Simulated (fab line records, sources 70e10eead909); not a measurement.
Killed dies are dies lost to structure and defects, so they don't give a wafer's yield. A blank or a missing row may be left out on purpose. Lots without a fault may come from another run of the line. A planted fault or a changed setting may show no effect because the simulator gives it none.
Which tool did it? | flow nand_harc | 15 lots, 45 wafers sampled, at 4 steps of a route of 1302

WHAT THE GAUGES READ, wafer by wafer
The record holds no reading of a measuring or inspecting step that can be judged against a usual standard deviation.

WHICH TOOL RAN EACH LOT (tool, then ch and the chambers of the sampled wafers, then the start)
lot  | NHARC_A_CONTACT_ETCH_115             | NHARC_A_CONTACT_ETCH_121             | NHARC_A_CONTACT_EXPOSE_66          | NHARC_A_CONTACT_ETCH_124
L136 | har_cap_etch-02 ch 0,1, day 22 10:58 | har_cap_etch-02 ch 0,1, day 22 11:59 | arfi_scanner-02 ch 0, day 22 19:58 | har_cap_etch-01 ch 0,1, day 22 21:51
L138 | har_cap_etch-03 ch 0,1, day 23 03:10 | har_cap_etch-03 ch 0,1, day 23 04:11 | arfi_scanner-02 ch 0, day 23 10:20 | har_cap_etch-01 ch 0,1, day 23 12:16
L139 | har_cap_etch-02 ch 0,1, day 24 08:21 | har_cap_etch-02 ch 0,1, day 24 09:23 | arfi_scanner-03 ch 0, day 24 15:40 | har_cap_etch-01 ch 0,1, day 24 17:35
L141 | har_cap_etch-03 ch 0, day 24 18:53   | har_cap_etch-03 ch 0, day 24 19:54   | arfi_scanner-02 ch 0, day 25 03:14 | har_cap_etch-03 ch 0,1, day 25 05:08
L140 | har_cap_etch-02 ch 0,1, day 25 01:52 | har_cap_etch-02 ch 0,1, day 25 02:52 | arfi_scanner-03 ch 0, day 25 11:23 | har_cap_etch-03 ch 0,1, day 25 13:15
L143 | har_cap_etch-01 ch 0,1, day 25 11:09 | har_cap_etch-01 ch 0,1, day 25 12:10 | arfi_scanner-03 ch 0, day 25 20:48 | har_cap_etch-02 ch 1, day 25 22:41
L142 | har_cap_etch-03 ch 0,1, day 25 20:28 | har_cap_etch-03 ch 0,1, day 25 21:29 | arfi_scanner-01 ch 0, day 26 06:51 | har_cap_etch-02 ch 0,1, day 26 08:46
L148 | har_cap_etch-02 ch 1, day 26 22:14   | har_cap_etch-02 ch 1, day 26 23:16   | arfi_scanner-01 ch 0, day 27 07:20 | har_cap_etch-02 ch 0,1, day 27 09:12
L147 | har_cap_etch-03 ch 0,1, day 26 23:40 | har_cap_etch-03 ch 0,1, day 27 00:40 | arfi_scanner-01 ch 0, day 27 09:17 | har_cap_etch-01 ch 0,1, day 27 11:09
L146 | har_cap_etch-01 ch 0,1, day 27 02:34 | har_cap_etch-01 ch 0,1, day 27 03:35 | arfi_scanner-02 ch 0, day 27 11:45 | har_cap_etch-02 ch 0,1, day 27 13:40
L153 | har_cap_etch-03 ch 0,1, day 28 20:10 | har_cap_etch-03 ch 0,1, day 28 21:11 | arfi_scanner-03 ch 0, day 29 04:39 | har_cap_etch-03 ch 0,1, day 29 06:31
L151 | har_cap_etch-02 ch 0,1, day 29 01:00 | har_cap_etch-02 ch 0,1, day 29 02:22 | arfi_scanner-01 ch 0, day 29 13:40 | har_cap_etch-03 ch 0,1, day 29 15:52
L154 | har_cap_etch-01 ch 0,1, day 29 08:42 | har_cap_etch-01 ch 0,1, day 29 09:43 | arfi_scanner-02, day 29 20:11      | har_cap_etch-03 ch 1, day 29 22:05
L155 | har_cap_etch-03 ch 0,1, day 30 13:44 | har_cap_etch-03 ch 0,1, day 30 14:46 | arfi_scanner-01, day 30 21:11      | har_cap_etch-02 ch 0,1, day 30 23:27
L156 | har_cap_etch-01 ch 0,1, day 30 15:07 | har_cap_etch-01 ch 0,1, day 30 16:28 | arfi_scanner-03, day 31 00:10      | har_cap_etch-03 ch 0,1, day 31 02:02
- NHARC_A_CONTACT_ETCH_115: etches the open film in C4F8/O2/Ar, time 190 s, target depth 1850 nm.
- NHARC_A_CONTACT_ETCH_121: etches the open film in C4F8/O2/Ar, time 190 s, target depth 1850 nm.
- NHARC_A_CONTACT_EXPOSE_66: exposes mask A CC 2.
- NHARC_A_CONTACT_ETCH_124: etches the open film in C4F8/O2/Ar, time 140 s, target depth 700 nm.

WHAT THE TOOLS THEMSELVES READ (means of the sampled wafers that have a number; where no wafer has one, the mark that the record gives instead)
NHARC_A_CONTACT_ETCH_115.
lot  | tool            | chamber_pressure_mTorr (mTorr) | oes_air_line_au (a.u.)
L136 | har_cap_etch-02 | 20.001                         | 0.994
L138 | har_cap_etch-03 | 19.989                         | 1.017
L139 | har_cap_etch-02 | 19.990                         | 0.991
L141 | har_cap_etch-03 | 20.013                         | 0.991
L140 | har_cap_etch-02 | 20.000                         | 1.012
L143 | har_cap_etch-01 | 19.996                         | 0.991
L142 | har_cap_etch-03 | 19.997                         | 0.994
L148 | har_cap_etch-02 | 19.994                         | 0.990
L147 | har_cap_etch-03 | 20.016                         | 1.001
L146 | har_cap_etch-01 | 19.992                         | 0.983
L153 | har_cap_etch-03 | 20.014                         | 0.990
L151 | har_cap_etch-02 | 19.997                         | 1.012
L154 | har_cap_etch-01 | 20.003                         | 1.001
L155 | har_cap_etch-03 | 20.013                         | 1.030
L156 | har_cap_etch-01 | 20.010                         | 1.000

NHARC_A_CONTACT_ETCH_121.
lot  | tool            | chamber_pressure_mTorr (mTorr) | oes_air_line_au (a.u.)
L136 | har_cap_etch-02 | 19.977                         | 1.007
L138 | har_cap_etch-03 | 19.996                         | 0.992
L139 | har_cap_etch-02 | 19.999                         | 1.017
L141 | har_cap_etch-03 | 20.005                         | 0.994
L140 | har_cap_etch-02 | 19.993                         | 0.993
L143 | har_cap_etch-01 | 19.994                         | 1.015
L142 | har_cap_etch-03 | 19.993                         | 0.961
L148 | har_cap_etch-02 | 20.007                         | 1.015
L147 | har_cap_etch-03 | 19.996                         | 1.003
L146 | har_cap_etch-01 | 19.990                         | 1.008
L153 | har_cap_etch-03 | 19.999                         | 0.980
L151 | har_cap_etch-02 | 20.009                         | 1.007
L154 | har_cap_etch-01 | 19.999                         | 1.010
L155 | har_cap_etch-03 | 19.997                         | 1.002
L156 | har_cap_etch-01 | 19.991                         | 0.985

NHARC_A_CONTACT_EXPOSE_66.
lot  | tool            | exposure_dose_mJ_cm2 | focus_offset_nm (nm)
L136 | arfi_scanner-02 | 59.03                | 0.0
L138 | arfi_scanner-02 | 58.99                | -0.5
L139 | arfi_scanner-03 | 58.96                | -0.1
L141 | arfi_scanner-02 | 58.95                | 0.0
L140 | arfi_scanner-03 | 58.99                | 0.2
L143 | arfi_scanner-03 | 58.90                | -0.2
L142 | arfi_scanner-01 | 58.96                | -0.2
L148 | arfi_scanner-01 | 59.01                | -1.2
L147 | arfi_scanner-01 | 58.92                | 0.5
L146 | arfi_scanner-02 | 58.98                | 0.4
L153 | arfi_scanner-03 | 58.91                | 0.4
L151 | arfi_scanner-01 | 59.02                | 0.3
L154 | arfi_scanner-02 | -                    | -
L155 | arfi_scanner-01 | -                    | -
L156 | arfi_scanner-03 | -                    | -

NHARC_A_CONTACT_ETCH_124.
lot  | tool            | chamber_pressure_mTorr (mTorr) | oes_air_line_au (a.u.)
L136 | har_cap_etch-01 | 20.003                         | 1.019
L138 | har_cap_etch-01 | 20.006                         | 1.030
L139 | har_cap_etch-01 | 20.009                         | 1.004
L141 | har_cap_etch-03 | 19.990                         | 1.002
L140 | har_cap_etch-03 | 20.009                         | 0.977
L143 | har_cap_etch-02 | 20.013                         | 1.028
L142 | har_cap_etch-02 | 19.998                         | 0.981
L148 | har_cap_etch-02 | 20.010                         | 1.018
L147 | har_cap_etch-01 | 20.006                         | 0.982
L146 | har_cap_etch-02 | 20.025                         | 0.994
L153 | har_cap_etch-03 | 20.018                         | 0.993
L151 | har_cap_etch-03 | 20.002                         | 1.005
L154 | har_cap_etch-03 | 19.990                         | 0.989
L155 | har_cap_etch-02 | 19.997                         | 0.989
L156 | har_cap_etch-03 | 19.991                         | 0.994

THE ANSWER, worked out from the rows above alone
Rule: what is usual is taken from the lots themselves. Put in order of their means at a reading, lots are off if they are a third of the lots or fewer, leave a main group of 4 or more, and stand apart from it by a gap of 3 or more times the standard deviation of the main group's means; of several such gaps the widest counts. A main group whose means are all the same, to the digits that the tables above print for the reading, isn't used. A lot without any number at a reading at which 4 lots or more have one is off too. The other lots that the step has rows for count as sound. The gauges are gone through in route order, then the tools' own readings, and for those a lot's mean is taken as printed above. The first step at which some lot is off is used, and at that step the reading that is off furthest; a lot without a number counts as furthest.
Off: L154, L155, L156, at NHARC_A_CONTACT_EXPOSE_66 (exposure_dose_mJ_cm2). Without a number there: L154, L155, L156. The main group: mean 58.97, standard deviation 0.041.
A tool fits if, at that step or a process step before it, it ran every lot that is off, and no sound lot after the first of them. None of those tried fits.

WHAT THE SIMULATOR HAD PUT IN
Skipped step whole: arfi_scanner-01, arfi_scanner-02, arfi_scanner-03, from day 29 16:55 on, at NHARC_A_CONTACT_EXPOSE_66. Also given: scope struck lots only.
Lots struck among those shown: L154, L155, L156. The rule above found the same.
